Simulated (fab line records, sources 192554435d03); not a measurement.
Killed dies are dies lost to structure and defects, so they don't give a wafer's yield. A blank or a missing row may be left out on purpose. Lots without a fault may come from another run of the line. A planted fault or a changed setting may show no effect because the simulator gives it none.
Chamber matching | flow n5_finfet | N5_BEOL_M1_DESCUM_16 on rie_diel-01: 4 sister chambers
The step chemistry O2, time 7 s. 4 wafers are shown with their chamber, then 8 later ones without.

WAFERS WITH THEIR CHAMBER
wafer  | chamber | showerhead_plenum_p_Torr (Torr)
L081.2 | 1       | 2.09
L087.3 | 3       | 2.01
L087.4 | 0       | 2.12
L086.3 | 2       | 2.06

WAFERS WITHOUT THEIR CHAMBER
wafer  | showerhead_plenum_p_Torr (Torr)
L086.4 | 2.01
L086.5 | 2.06
L088.2 | 2.06
L088.4 | 2.00
L088.5 | 2.00
L092.1 | 2.08
L092.2 | 2.06
L092.3 | 2.11

WHICH CHAMBER EACH WENT THROUGH
wafer  | from the rows above     | in truth
L086.4 | 3                       | 3
L086.5 | 2                       | 2
L088.2 | 2                       | 2
L088.4 | 3                       | 3
L088.5 | 3                       | 3
L092.1 | can't be placed: 1 or 2 | 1
L092.2 | 2                       | 2
L092.3 | can't be placed: 0 or 1 | 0
Placed correctly: 6 of 8. Can't be placed from these rows: 2 (the true chamber is among the candidates in 2). Placed wrongly: 0.
How it was worked out, from the rows above alone: a wafer's distance from a chamber is the root of the sum, over the readings, of the square of ((its reading less the chamber's mean) divided by the reading's scatter). The wafer belongs to the nearest chamber; if the next one is less than 2 further off, it can't be placed. A chamber's mean is the mean of its shown wafers. The scatter: with one shown wafer a chamber, the root of the mean of the squares of how far each hidden wafer lies from its nearest shown one.
